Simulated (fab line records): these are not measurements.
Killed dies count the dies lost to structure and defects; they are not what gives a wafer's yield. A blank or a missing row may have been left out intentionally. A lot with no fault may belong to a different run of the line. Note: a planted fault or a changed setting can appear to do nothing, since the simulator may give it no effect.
Matching of chambers :: flow n5Finfet :: N5_BEOL_M13_DEP_53 on pecvd-04 has 3 sister chambers
The step deposits SiCN from 3MS/NH3, target thk 50 nm, time 17.8 s. 3 wafers are shown with their chamber, then 8 later ones without.

## EACH WAFER AND ITS CHAMBER
wafer: L080.4
chamber: 1
showerheadPlenumPTorr (Torr): 4.133

wafer: L088.1
chamber: 0
showerheadPlenumPTorr (Torr): 4.100

wafer: L092.1
chamber: 2
showerheadPlenumPTorr (Torr): 4.151

## WAFERS WITHOUT THEIR CHAMBER
wafer: L092.2
showerheadPlenumPTorr (Torr): 4.099

wafer: L092.3
showerheadPlenumPTorr (Torr): 4.161

wafer: L097.2
showerheadPlenumPTorr (Torr): 4.122

wafer: L097.4
showerheadPlenumPTorr (Torr): 4.145

wafer: L097.6
showerheadPlenumPTorr (Torr): 4.126

wafer: L096.2
showerheadPlenumPTorr (Torr): 4.104

wafer: L096.3
showerheadPlenumPTorr (Torr): 4.123

wafer: L096.5
showerheadPlenumPTorr (Torr): 4.120

## EACH ONE'S CHAMBER
wafer: L092.2
from the rows above: 0
in truth: 0

wafer: L092.3
from the rows above: 2
in truth: 2

wafer: L097.2
from the rows above: can't be placed: 1 or 0
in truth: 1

wafer: L097.4
from the rows above: can't be placed: 2 or 1
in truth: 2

wafer: L097.6
from the rows above: 1
in truth: 1

wafer: L096.2
from the rows above: 0
in truth: 0

wafer: L096.3
from the rows above: can't be placed: 1 or 0
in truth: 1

wafer: L096.5
from the rows above: can't be placed: 1 or 0
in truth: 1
Placed correctly: 4 of 8. Can't be placed from these rows: 4 (the true chamber is among the candidates in 4). 0 placed wrongly.
How it was worked out, from the rows above alone: a wafer's distance from a chamber is the root of the sum, over the readings, of the square of ((its reading less the chamber's mean) divided by the reading's scatter). The wafer belongs to the nearest chamber; if the next one is less than 2 further off, it can't be placed. The mean given for a chamber averages the wafers shown for that chamber. The scatter: root of mean squared gap, hidden wafer to nearest shown wafer, with one shown wafer a chamber.
